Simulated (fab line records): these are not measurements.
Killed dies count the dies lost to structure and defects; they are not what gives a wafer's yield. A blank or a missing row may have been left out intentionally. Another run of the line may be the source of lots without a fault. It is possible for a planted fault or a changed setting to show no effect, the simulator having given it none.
Matching of chambers :: flow nand harc :: rie diel-08 running NHARC_P_BONDPAD_ACTIVATE_29: 4 sister chambers
The step chemistry N2, time 60 s. 14 wafers are shown with their chamber, then 7 later ones without.

## WAFERS PAIRED WITH THEIR CHAMBERS
wafer: L362.2
chamber: 1
drypump motor current A (A): 5.6
oes product au (a.u.): 0.974
rf vpp V (V): 63.5

wafer: L362.3
chamber: 2
drypump motor current A (A): 5.5
oes product au (a.u.): 0.992
rf vpp V (V): 64.6

wafer: L362.4
chamber: 0
drypump motor current A (A): 5.6
oes product au (a.u.): 0.990
rf vpp V (V): 65.0

wafer: L364.2
chamber: 1
drypump motor current A (A): 5.6
oes product au (a.u.): 0.976
rf vpp V (V): 62.5

wafer: L364.3
chamber: 3
drypump motor current A (A): 6.4
oes product au (a.u.): 0.994
rf vpp V (V): 63.6

wafer: L364.6
chamber: 0
drypump motor current A (A): 5.6
oes product au (a.u.): 0.988
rf vpp V (V): 64.0

wafer: L365.2
chamber: 2
drypump motor current A (A): 5.6
oes product au (a.u.): 0.978
rf vpp V (V): 63.2

wafer: L365.3
chamber: 1
drypump motor current A (A): 5.6
oes product au (a.u.): 0.986
rf vpp V (V): 62.7

wafer: L365.4
chamber: 0
drypump motor current A (A): 5.6
oes product au (a.u.): 0.987
rf vpp V (V): 64.2

wafer: L367.1
chamber: 1
drypump motor current A (A): 5.6
oes product au (a.u.): 0.988
rf vpp V (V): 64.5

wafer: L367.3
chamber: 2
drypump motor current A (A): 5.6
oes product au (a.u.): 0.997
rf vpp V (V): 63.7

wafer: L367.6
chamber: 0
drypump motor current A (A): 5.6
oes product au (a.u.): 0.992
rf vpp V (V): 63.0

wafer: L370.2
chamber: 0
drypump motor current A (A): 5.6
oes product au (a.u.): 1.008
rf vpp V (V): 63.8

wafer: L370.4
chamber: 2
drypump motor current A (A): 5.6
oes product au (a.u.): 1.004
rf vpp V (V): 65.3

SIGNATURES (means of the wafers above)
reading: drypump motor current A
chamber 0: 5.600
chamber 1: 5.600
chamber 2: 5.575
chamber 3: 6.400
scatter within a chamber: 0.0274

reading: oes product au
chamber 0: 0.99300
chamber 1: 0.98100
chamber 2: 0.99275
chamber 3: 0.99400
scatter within a chamber: 0.00898

reading: rf vpp V
chamber 0: 64.000
chamber 1: 63.300
chamber 2: 64.200
chamber 3: 63.600
scatter within a chamber: 0.847
Rule: for a wafer and a chamber, the distance is found by dividing, reading by reading, the gap between the wafer's reading and the chamber's mean by the reading's scatter, squaring, summing and taking the root. If the next closest chamber is less than 2 further off than the closest, the wafer can't be placed; otherwise it belongs to the closest. How the scatter is found: for the shown wafers, subtract from each reading the mean of its chamber, square and add these, divide the total by (wafers less chambers), then take the root.

## WAFERS WITHOUT THEIR CHAMBER
wafer: L370.5
drypump motor current A (A): 6.4
oes product au (a.u.): 0.998
rf vpp V (V): 65.8

wafer: L378.3
drypump motor current A (A): 5.6
oes product au (a.u.): 1.013
rf vpp V (V): 66.2

wafer: L378.4
drypump motor current A (A): 6.4
oes product au (a.u.): 1.002
rf vpp V (V): 65.3

wafer: L378.5
drypump motor current A (A): 5.6
oes product au (a.u.): 0.992
rf vpp V (V): 64.7

wafer: L382.1
drypump motor current A (A): 5.6
oes product au (a.u.): 1.009
rf vpp V (V): 65.6

wafer: L382.3
drypump motor current A (A): 6.3
oes product au (a.u.): 0.996
rf vpp V (V): 62.3

wafer: L382.4
drypump motor current A (A): 5.6
oes product au (a.u.): 1.010
rf vpp V (V): 64.2

## THE CHAMBER EACH PASSED THROUGH
wafer: L370.5
from the rows above: 3
in truth: 3

wafer: L378.3
from the rows above: can't be placed: 2 or 0 or 1
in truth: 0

wafer: L378.4
from the rows above: 3
in truth: 3

wafer: L378.5
from the rows above: can't be placed: 0 or 2 or 1
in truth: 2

wafer: L382.1
from the rows above: can't be placed: 0 or 2 or 1
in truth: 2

wafer: L382.3
from the rows above: 3
in truth: 3

wafer: L382.4
from the rows above: can't be placed: 0 or 2 or 1
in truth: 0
Correctly placed: 3 of 7. Cannot be placed on the basis of these rows: 4; the candidates contain the true chamber in 4. Placed wrongly: 0.
